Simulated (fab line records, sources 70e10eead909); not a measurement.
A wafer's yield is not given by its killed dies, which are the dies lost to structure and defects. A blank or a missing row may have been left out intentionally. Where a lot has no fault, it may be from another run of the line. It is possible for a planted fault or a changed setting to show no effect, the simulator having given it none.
Comparing a struck lot with a sound one :: flow nand-harc :: 36 out of 1159 route steps
Sound: these wafers, L670.1, L670.4, L670.5. Struck: wafer L666.3. (L666.6 of the same lot was not struck and is left out.) The cause comes at the end.
At each step with rows: each side's tool, then ch and its chambers, then its first start. Under that, the readings that differ: sound wafers :: struck wafers :: difference of the means :: sigmas: that difference in standard deviations of wafers without a fault.
alike: readings with means less than 2 such deviations apart, plus words and numbers identical on both sides. not compared: withheld readings, readings lacking a value on some wafer, bounds such as >300 that could conceal the same value, and numbers that have no deviation in the record and whose values overlap.
Wherever a step has rows on one side only, a row that says differs or no value, or a row with sigmas, the two part there. Non-overlapping numbers with no deviation appear without sigmas and do not part them. A reading missing from all wafers of one side parts the sides only when that side holds two or more wafers.

first, 2 steps without rows for these wafers: NHARC_A_SLIT_PRECLEAN_19 (cleans in SC1); NHARC_A_SLIT_SRD_20.
NHARC_A_SLIT_CD_MEAS_21:
  sound on cd-sem-01 at day 17 13:19; struck on cd-sem-01 at day 17 11:38
  alike: cd-nm
then, 3 steps without rows for these wafers: NHARC_A_SIN_REMOVE_WET_00 (chemistry H3PO4, time 15300 s); NHARC_A_SIN_REMOVE_PRECLEAN_01 (cleans in SC1); NHARC_A_SIN_REMOVE_SRD_02.
NHARC_A_SIN_REMOVE_INSPECT_04:
  sound on defect-inspect-02 at day 17 21:02; struck on defect-inspect-01 at day 17 17:41
  alike: raw-defect-count
NHARC_A_WL_FILL_ALD_00: deposits Al2O3, target thk 3 nm, pulse time 3 s, ald cycles 30.
  sound on ald-hk-04 ch 1,3, day 17 21:08; struck on ald-hk-02 ch 2, day 17 17:48
reading: heater-power-w (W)
sound: 442 471 424
struck: 562
difference: +116
sigmas: +3

reading: precursor-pulse-height-rel
sound: 1.003 0.997 0.982
struck: 1.035
difference: +0.041
sigmas: +2
then, 1 step without rows for these wafers: NHARC_A_WL_FILL_RTA_01 (time 5 s).
NHARC_A_WL_FILL_ALD_02: deposits TiN, target thk 2 nm, pulse time 3 s, ald cycles 100.
  sound on ald-metal-02 ch 0,1,3, day 17 21:35; struck on ald-metal-02 ch 1, day 17 18:17
  alike: heater-power-w, precursor-pulse-height-rel
NHARC_A_WL_FILL_CVD_03: deposits W, target thk 40 nm, time 3302 s.
  sound on cvd-w-01 ch 0,1, day 18 01:12; struck on cvd-w-02 ch 0, day 17 20:02
  alike: heater-power-w, throttle-valve-pct
then, 1 step without rows for these wafers: NHARC_A_WL_FILL_ETCHBACK_04 (etches the open film in NF3, target depth 60 nm, time 120 s).
NHARC_A_WL_FILL_ETCHBACK_05: etches the open film in Cl2/BCl3, target depth 22 nm, time 60 s.
  sound on rie-metal-03 ch 1, day 18 04:46; struck on rie-metal-03 ch 0, day 17 22:10
reading: drypump-motor-current-A (A)
sound: 5.33 5.35 5.29
struck: 5.83
difference: +0.51
sigmas: +2

reading: oes-product-au (a.u.)
sound: 1.017 1.010 1.017
struck: 0.992
difference: -0.023
sigmas: -2
  not compared: rf-hours-counter-h
NHARC_A_WL_FILL_STRIP_27: strips in N2/H2, time 20 s.
  sound on plasma-asher-02 ch 0,1, day 18 05:28; struck on plasma-asher-01 ch 0, day 17 22:20
  alike: drypump-motor-current-A, heater-power-w
  not compared: rf-hours-counter-h
then, 15 steps without rows for these wafers: NHARC_A_WL_FILL_STRIP_28 (strips in post etch residue remover, time 1200 s); NHARC_A_WL_FILL_PRECLEAN_06 (cleans in DIW, time 300 s); NHARC_A_WL_FILL_SRD_07; NHARC_A_WL_FILL_ANNEAL_08 (time 1800 s); NHARC_A_WL_FILL_ALD_10 (deposits SiO2, target thk 50 nm, pulse time 10 s, ald cycles 500); NHARC_A_WL_FILL_ETCHBACK_16 (etches the open film in C4F8/O2/Ar, target depth 88 nm, time 17.6 s); NHARC_A_WL_FILL_STRIP_29 (strips in O2, time 20 s); NHARC_A_WL_FILL_ETCHBACK_17 (etches the open film in Cl2/BCl3, target depth 4 nm, time 26.7 s); NHARC_A_WL_FILL_PRECLEAN_18 (cleans in dHF, time 30 s); NHARC_A_WL_FILL_SRD_21; NHARC_A_WL_FILL_CVD_23 (deposits poly-Si, target thk 40 nm, time 800 s); NHARC_A_WL_FILL_ETCHBACK_26 (etches the open film in HBr, target depth 52 nm, time 13.3 s); NHARC_A_WL_FILL_PRECLEAN_30 (cleans in dHF, time 10 s); NHARC_A_WL_FILL_SRD_14; NHARC_A_WL_FILL_ALD_19 (deposits TiN, target thk 2 nm, pulse time 3 s, ald cycles 100).
NHARC_A_WL_FILL_CVD_20: deposits W, target thk 75 nm, time 5064 s.
  sound: cvd-w-02 ch 0,1; struck: cvd-w-02 ch 1
  alike: heater-power-w, throttle-valve-pct
then, 2 steps without rows for these wafers: NHARC_A_WL_FILL_CMP_12 (polishes, t overpolish 30 s, target thk 75 nm); NHARC_A_WL_FILL_SRD_31.
NHARC_A_WL_FILL_INSPECT_15:
  sound on defect-inspect-02 at day 19 07:59; struck on defect-inspect-02 at day 18 21:53
  alike: raw-defect-count
then, 2 steps without rows for these wafers: NHARC_A_CONTACT_DEP_24 (deposits SiO2, target thk 500 nm); NHARC_A_CONTACT_DEP_28 (deposits aC, target thk 3600 nm).
-- the record jumps here: 3 days lie between the struck wafers' starts before and after (it left off in module A_CONTACT and takes up again in module END, whose first step shown is number 1159 of the route) --
NHARC_END_SORT_01:
  the record has rows for the struck wafers here (prober-01 ch 0, day 22 03:31) and none for the sound ones

== WHERE THEY PART ==
At NHARC_A_WL_FILL_ALD_00 first; at NHARC_END_SORT_01 last (within this record only).

WHY: the cause the simulator had injected
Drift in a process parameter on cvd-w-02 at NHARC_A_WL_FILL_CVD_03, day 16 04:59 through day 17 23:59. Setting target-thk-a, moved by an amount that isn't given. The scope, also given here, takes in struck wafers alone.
